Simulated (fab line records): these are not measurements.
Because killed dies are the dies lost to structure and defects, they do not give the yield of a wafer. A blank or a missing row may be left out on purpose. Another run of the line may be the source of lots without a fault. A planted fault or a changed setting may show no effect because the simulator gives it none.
Which tool was responsible? / flow n5 finfet / Sampling: 8 lots, 23 wafers, 7 of 1938 route steps

## WHAT THE GAUGES READ, wafer by wafer
N5_BEOL_M0_SAQP_INSPECT_42: inspects for defects (brightfield).
lot=L793; measured=day 6 02:46; on=defect inspect-02; raw defect count=283 300 224
lot=L799; measured=day 7 14:40; on=defect inspect-02; raw defect count=517 519 598
lot=L800; measured=day 7 17:55; on=defect inspect-01; raw defect count=461 517 551
lot=L802; measured=day 8 13:04; on=defect inspect-01; raw defect count=589 511 590
lot=L804; measured=day 9 22:45; on=defect inspect-01; raw defect count=320 416 329
lot=L807; measured=day 10 06:49; on=defect inspect-01; raw defect count=386 306 335
lot=L811; measured=day 11 12:11; on=defect inspect-01; raw defect count=175 281 312
lot=L814; measured=day 12 01:35; on=defect inspect-01; raw defect count=250 341

N5_BEOL_M0_CUTY_INSPECT_59: inspects for defects (macro).
lot=L793; measured=day 6 04:09; on=defect inspect-01; raw defect count=3 2 2
lot=L799; measured=day 7 16:19; on=defect inspect-01; raw defect count=>300 >300 293
lot=L800; measured=day 7 19:18; on=defect inspect-01; raw defect count=>300 >300 >300
lot=L802; measured=day 8 14:27; on=defect inspect-01; raw defect count=295 295 >300
lot=L804; measured=day 10 00:25; on=defect inspect-02; raw defect count=4 0 1
lot=L807; measured=day 10 08:17; on=defect inspect-02; raw defect count=5 1 3
lot=L811; measured=day 11 13:40; on=defect inspect-01; raw defect count=3 4 3
lot=L814; measured=day 12 03:08; on=defect inspect-02; raw defect count=0 5

N5_BEOL_M4_RC_MEAS_101.
lot=L793; measured=day 8 14:06; on=prober-01; DIBL_N (mV/V)=38.8 37.1 38.4; DIBL_P (mV/V)=39.0 37.3 38.6; IOFF_N (nA/um)=0.22 0.19 0.21; IOFF_P (nA/um)=0.26 0.22 0.25; ION_N (uA/um)=688 686 702; ION_P (uA/um)=462 463 467; SS_N (mV/dec)=72.4 72.2 72.2; SS_P (mV/dec)=73.5 73.2 73.4; VT_N (mV)=248 247 245; VT_P (mV)=-249 -251 -248
lot=L799; measured=day 9 19:36; on=prober-01; DIBL_N (mV/V)=34.2 36.8 38.3; DIBL_P (mV/V)=34.9 37.7 39.7; IOFF_N (nA/um)=0.13 0.17 0.22; IOFF_P (nA/um)=0.18 0.24 0.27; ION_N (uA/um)=669 677 696; ION_P (uA/um)=460 465 475; SS_N (mV/dec)=71.1 71.3 72.6; SS_P (mV/dec)=72.9 73.5 73.5; VT_N (mV)=252 246 242; VT_P (mV)=-253 -247 -247
lot=L800; measured=day 10 12:20; on=prober-02; DIBL_N (mV/V)=35.3 33.3 36.0; DIBL_P (mV/V)=36.0 34.3 36.6; IOFF_N (nA/um)=0.16 0.13 0.18; IOFF_P (nA/um)=0.26 0.22 0.28; ION_N (uA/um)=686 670 686; ION_P (uA/um)=475 473 477; SS_N (mV/dec)=72.0 70.9 71.9; SS_P (mV/dec)=73.8 73.4 73.5; VT_N (mV)=249 250 249; VT_P (mV)=-244 -246 -240
lot=L802; measured=day 10 13:31; on=prober-01; DIBL_N (mV/V)=42.0 39.3 40.1; DIBL_P (mV/V)=39.8 37.0 38.6; IOFF_N (nA/um)=0.26 0.19 0.23; IOFF_P (nA/um)=0.28 0.23 0.26; ION_N (uA/um)=686 676 709; ION_P (uA/um)=462 457 480; SS_N (mV/dec)=72.7 72.1 72.5; SS_P (mV/dec)=74.2 74.4 74.3; VT_N (mV)=242 249 243; VT_P (mV)=-247 -248 -243
lot=L804; measured=day 11 14:58; on=prober-02; DIBL_N (mV/V)=40.0 37.1 36.7; DIBL_P (mV/V)=39.4 37.3 37.1; IOFF_N (nA/um)=0.23 0.16 0.18; IOFF_P (nA/um)=0.28 0.25 0.24; ION_N (uA/um)=675 670 676; ION_P (uA/um)=465 464 463; SS_N (mV/dec)=73.4 72.4 72.5; SS_P (mV/dec)=73.5 72.5 73.6; VT_N (mV)=246 252 247; VT_P (mV)=-245 -247 -246
lot=L807; measured=day 12 07:14; on=prober-02; DIBL_N (mV/V)=34.8 36.9 35.8; DIBL_P (mV/V)=34.9 38.3 37.3; IOFF_N (nA/um)=0.13 0.16 0.15; IOFF_P (nA/um)=0.19 0.25 0.23; ION_N (uA/um)=678 687 685; ION_P (uA/um)=467 475 470; SS_N (mV/dec)=71.0 71.2 71.2; SS_P (mV/dec)=72.9 73.7 72.9; VT_N (mV)=255 251 252; VT_P (mV)=-248 -245 -249
lot=L811; measured=day 14 01:07; on=prober-02; DIBL_N (mV/V)=38.3 37.0 36.4; DIBL_P (mV/V)=36.8 34.8 35.6; IOFF_N (nA/um)=0.17 0.15 0.15; IOFF_P (nA/um)=0.22 0.20 0.21; ION_N (uA/um)=676 687 677; ION_P (uA/um)=462 465 474; SS_N (mV/dec)=71.4 71.8 71.5; SS_P (mV/dec)=73.8 72.7 73.0; VT_N (mV)=248 250 250; VT_P (mV)=-248 -249 -249
lot=L814; measured=day 15 00:02; on=prober-02; DIBL_N (mV/V)=37.5 38.1; DIBL_P (mV/V)=36.9 37.8; IOFF_N (nA/um)=0.18 0.20; IOFF_P (nA/um)=0.25 0.27; ION_N (uA/um)=675 677; ION_P (uA/um)=466 463; SS_N (mV/dec)=72.0 72.2; SS_P (mV/dec)=73.6 74.2; VT_N (mV)=251 248; VT_P (mV)=-249 -245

## WHICH TOOL RAN EACH LOT (tool, then ch and the chambers of the sampled wafers, then the start)
lot=L793; N5_BEOL_M0_SAQP_ETCH_106=rie diel-01 ch 1,2, day 6 01:19; N5_BEOL_M0_SAQP_SPACER2_ALD_26=ald sin-01 ch 1,2,3, day 6 01:37; N5_BEOL_M0_SAQP_SPACER2_ETCHBACK_27=rie diel-02 ch 2,3, day 6 02:10; N5_BEOL_M0_SAQP_ETCH_88=rie diel-02 ch 2,3, day 6 02:49
lot=L799; N5_BEOL_M0_SAQP_ETCH_106=rie diel-02 ch 0,3, day 7 13:02; N5_BEOL_M0_SAQP_SPACER2_ALD_26=ald sin-04 ch 1,2, day 7 13:21; N5_BEOL_M0_SAQP_SPACER2_ETCHBACK_27=rie diel-02 ch 0,1,3, day 7 13:56; N5_BEOL_M0_SAQP_ETCH_88=rie diel-02 ch 0,3, day 7 14:44
lot=L800; N5_BEOL_M0_SAQP_ETCH_106=rie diel-02 ch 0,3, day 7 16:28; N5_BEOL_M0_SAQP_SPACER2_ALD_26=ald sin-04 ch 0,2,3, day 7 16:46; N5_BEOL_M0_SAQP_SPACER2_ETCHBACK_27=rie diel-02 ch 0,1,3, day 7 17:19; N5_BEOL_M0_SAQP_ETCH_88=rie diel-01 ch 0,1, day 7 17:58
lot=L802; N5_BEOL_M0_SAQP_ETCH_106=rie diel-02 ch 0,1,2, day 8 11:24; N5_BEOL_M0_SAQP_SPACER2_ALD_26=ald sin-04 ch 1,2,3, day 8 11:42; N5_BEOL_M0_SAQP_SPACER2_ETCHBACK_27=rie diel-02 ch 2,3, day 8 12:27; N5_BEOL_M0_SAQP_ETCH_88=rie diel-03 ch 0,1,3, day 8 13:07
lot=L804; N5_BEOL_M0_SAQP_ETCH_106=rie diel-03 ch 0,2,3, day 9 20:47; N5_BEOL_M0_SAQP_SPACER2_ALD_26=ald sin-01 ch 1,2,3, day 9 21:24; N5_BEOL_M0_SAQP_SPACER2_ETCHBACK_27=rie diel-02 ch 1,2,3, day 9 22:02; N5_BEOL_M0_SAQP_ETCH_88=rie diel-01 ch 0,1,2, day 9 22:49
lot=L807; N5_BEOL_M0_SAQP_ETCH_106=rie diel-03 ch 0,1,2, day 10 05:11; N5_BEOL_M0_SAQP_SPACER2_ALD_26=ald sin-01 ch 0,2, day 10 05:38; N5_BEOL_M0_SAQP_SPACER2_ETCHBACK_27=rie diel-03 ch 0,1,3, day 10 06:14; N5_BEOL_M0_SAQP_ETCH_88=rie diel-01 ch 0,1,3, day 10 06:53
lot=L811; N5_BEOL_M0_SAQP_ETCH_106=rie diel-01 ch 0,1,2, day 11 10:22; N5_BEOL_M0_SAQP_SPACER2_ALD_26=ald sin-02 ch 1,2,3, day 11 10:51; N5_BEOL_M0_SAQP_SPACER2_ETCHBACK_27=rie diel-02 ch 0,1,2, day 11 11:28; N5_BEOL_M0_SAQP_ETCH_88=rie diel-03 ch 0,1,2, day 11 12:15
lot=L814; N5_BEOL_M0_SAQP_ETCH_106=rie diel-01 ch 0,1, day 12 00:01; N5_BEOL_M0_SAQP_SPACER2_ALD_26=ald sin-02 ch 1,2, day 12 00:19; N5_BEOL_M0_SAQP_SPACER2_ETCHBACK_27=rie diel-02 ch 2,3, day 12 00:52; N5_BEOL_M0_SAQP_ETCH_88=rie diel-03 ch 0,2, day 12 01:40
- N5_BEOL_M0_SAQP_ETCH_106: etches SOC in N2/H2, stops on SiNx, target depth 150 nm.
- N5_BEOL_M0_SAQP_SPACER2_ALD_26: deposits SiO2, target thk 15 nm, pulse time 1 s, purge time 2 s.
- N5_BEOL_M0_SAQP_SPACER2_ETCHBACK_27: etches SiO2 in CHF3/O2, target depth 22.5 nm, time 11.25 s.
- N5_BEOL_M0_SAQP_ETCH_88: etches underlayer in N2/H2, target depth 6.5 nm, time 5.2 s.

## AS READ BY THE TOOLS THEMSELVES (means over the sampled wafers that have a number; for cases with no such wafer, the mark the record gives instead)
N5_BEOL_M0_SAQP_ETCH_106.
lot=L793; tool=rie diel-01; drypump motor current A (A)=5.7; oes product au (a.u.)=0.90; rf vpp V (V)=241.9; showerhead plenum p Torr (Torr)=2.65; throttle valve pct (%)=17.57
lot=L799; tool=rie diel-02; drypump motor current A (A)=6.0; oes product au (a.u.)=0.76; rf vpp V (V)=238.2; showerhead plenum p Torr (Torr)=2.44; throttle valve pct (%)=17.87
lot=L800; tool=rie diel-02; drypump motor current A (A)=5.8; oes product au (a.u.)=0.85; rf vpp V (V)=240.0; showerhead plenum p Torr (Torr)=2.47; throttle valve pct (%)=17.71
lot=L802; tool=rie diel-02; drypump motor current A (A)=5.7; oes product au (a.u.)=0.86; rf vpp V (V)=239.2; showerhead plenum p Torr (Torr)=2.46; throttle valve pct (%)=17.79
lot=L804; tool=rie diel-03; drypump motor current A (A)=5.8; oes product au (a.u.)=0.79; rf vpp V (V)=241.0; showerhead plenum p Torr (Torr)=2.56; throttle valve pct (%)=17.60
lot=L807; tool=rie diel-03; drypump motor current A (A)=5.6; oes product au (a.u.)=0.73; rf vpp V (V)=241.2; showerhead plenum p Torr (Torr)=2.57; throttle valve pct (%)=17.84
lot=L811; tool=rie diel-01; drypump motor current A (A)=6.0; oes product au (a.u.)=0.82; rf vpp V (V)=241.7; showerhead plenum p Torr (Torr)=2.61; throttle valve pct (%)=17.60
lot=L814; tool=rie diel-01; drypump motor current A (A)=6.1; oes product au (a.u.)=0.81; rf vpp V (V)=241.0; showerhead plenum p Torr (Torr)=2.62; throttle valve pct (%)=17.50

N5_BEOL_M0_SAQP_SPACER2_ALD_26.
lot=L793; tool=ald sin-01; heater power w (W)=469; precursor pulse height rel=1.003
lot=L799; tool=ald sin-04; heater power w (W)=559; precursor pulse height rel=1.016
lot=L800; tool=ald sin-04; heater power w (W)=485; precursor pulse height rel=1.015
lot=L802; tool=ald sin-04; heater power w (W)=505; precursor pulse height rel=0.983
lot=L804; tool=ald sin-01; heater power w (W)=478; precursor pulse height rel=0.982
lot=L807; tool=ald sin-01; heater power w (W)=485; precursor pulse height rel=0.979
lot=L811; tool=ald sin-02; heater power w (W)=552; precursor pulse height rel=1.009
lot=L814; tool=ald sin-02; heater power w (W)=560; precursor pulse height rel=0.994

N5_BEOL_M0_SAQP_SPACER2_ETCHBACK_27.
lot=L793; tool=rie diel-02; drypump motor current A (A)=6.3; oes product au (a.u.)=0.69; rf vpp V (V)=524; showerhead plenum p Torr (Torr)=2.35; throttle valve pct (%)=19.2
lot=L799; tool=rie diel-02; drypump motor current A (A)=5.7; oes product au (a.u.)=0.78; rf vpp V (V)=518; showerhead plenum p Torr (Torr)=2.33; throttle valve pct (%)=19.0
lot=L800; tool=rie diel-02; drypump motor current A (A)=5.6; oes product au (a.u.)=0.78; rf vpp V (V)=516; showerhead plenum p Torr (Torr)=2.33; throttle valve pct (%)=19.0
lot=L802; tool=rie diel-02; drypump motor current A (A)=6.3; oes product au (a.u.)=0.79; rf vpp V (V)=526; showerhead plenum p Torr (Torr)=2.32; throttle valve pct (%)=19.0
lot=L804; tool=rie diel-02; drypump motor current A (A)=5.9; oes product au (a.u.)=0.77; rf vpp V (V)=520; showerhead plenum p Torr (Torr)=2.32; throttle valve pct (%)=19.1
lot=L807; tool=rie diel-03; drypump motor current A (A)=5.9; oes product au (a.u.)=0.79; rf vpp V (V)=517; showerhead plenum p Torr (Torr)=2.46; throttle valve pct (%)=18.9
lot=L811; tool=rie diel-02; drypump motor current A (A)=5.7; oes product au (a.u.)=0.84; rf vpp V (V)=514; showerhead plenum p Torr (Torr)=2.35; throttle valve pct (%)=19.0
lot=L814; tool=rie diel-02; drypump motor current A (A)=6.3; oes product au (a.u.)=0.81; rf vpp V (V)=525; showerhead plenum p Torr (Torr)=2.33; throttle valve pct (%)=19.0

N5_BEOL_M0_SAQP_ETCH_88.
lot=L793; tool=rie diel-02; drypump motor current A (A)=6.3; etch rf on time s (s)=5.37; oes product au (a.u.)=0.59; rf vpp V (V)=521.9; showerhead plenum p Torr (Torr)=2.45; throttle valve pct (%)=18.1
lot=L799; tool=rie diel-02; drypump motor current A (A)=6.0; etch rf on time s (s)=5.24; oes product au (a.u.)=0.67; rf vpp V (V)=521.0; showerhead plenum p Torr (Torr)=2.44; throttle valve pct (%)=17.9
lot=L800; tool=rie diel-01; drypump motor current A (A)=6.0; etch rf on time s (s)=5.00; oes product au (a.u.)=0.77; rf vpp V (V)=527.9; showerhead plenum p Torr (Torr)=2.66; throttle valve pct (%)=17.4
lot=L802; tool=rie diel-03; drypump motor current A (A)=5.9; etch rf on time s (s)=5.14; oes product au (a.u.)=0.70; rf vpp V (V)=524.6; showerhead plenum p Torr (Torr)=2.59; throttle valve pct (%)=17.8
lot=L804; tool=rie diel-01; drypump motor current A (A)=6.0; etch rf on time s (s)=5.16; oes product au (a.u.)=0.73; rf vpp V (V)=525.7; showerhead plenum p Torr (Torr)=2.62; throttle valve pct (%)=17.6
lot=L807; tool=rie diel-01; drypump motor current A (A)=5.9; etch rf on time s (s)=5.13; oes product au (a.u.)=0.75; rf vpp V (V)=524.1; showerhead plenum p Torr (Torr)=2.58; throttle valve pct (%)=17.4
lot=L811; tool=rie diel-03; drypump motor current A (A)=5.6; etch rf on time s (s)=5.26; oes product au (a.u.)=0.62; rf vpp V (V)=523.8; showerhead plenum p Torr (Torr)=2.57; throttle valve pct (%)=17.9
lot=L814; tool=rie diel-03; drypump motor current A (A)=5.3; etch rf on time s (s)=5.21; oes product au (a.u.)=0.63; rf vpp V (V)=522.4; showerhead plenum p Torr (Torr)=2.54; throttle valve pct (%)=17.7

## THE ANSWER, worked out from the rows above alone
Rule: the usual values come from the lots themselves. Put in order of their means at a reading, lots are off if they are a third of the lots or fewer, leave a main group of 4 or more, and stand apart from it by a gap of 3 or more times the standard deviation of the main group's means; of several such gaps the widest counts. A main group is skipped when, at the precision printed for the reading in the tables above, its means are all equal. A lot without any number at a reading at which 4 lots or more have one is off too. The other lots that the step has rows for count as sound. First the gauges in route order, then the tools' own readings, where a lot's mean is used as printed above. At the first step where some lot is off, the reading lying furthest off is the one used; lots without a number count as furthest.
Off, at N5_BEOL_M0_CUTY_INSPECT_59 on raw defect count: L799, L800, L802. Without a number there: L800. The main group: mean 2.6, standard deviation 0.57.
A tool fits if, at a process step before that reading, it ran every lot that is off, and no sound lot after the first of them. Gauges at N5_BEOL_M0_CUTY_INSPECT_59: tried the same way as those tools. 2 tools fit, rie diel-02 at N5_BEOL_M0_SAQP_ETCH_106 and ald sin-04 at N5_BEOL_M0_SAQP_SPACER2_ALD_26, so this cannot tell which one it is.

## WHAT THE SIMULATOR HAD INSERTED
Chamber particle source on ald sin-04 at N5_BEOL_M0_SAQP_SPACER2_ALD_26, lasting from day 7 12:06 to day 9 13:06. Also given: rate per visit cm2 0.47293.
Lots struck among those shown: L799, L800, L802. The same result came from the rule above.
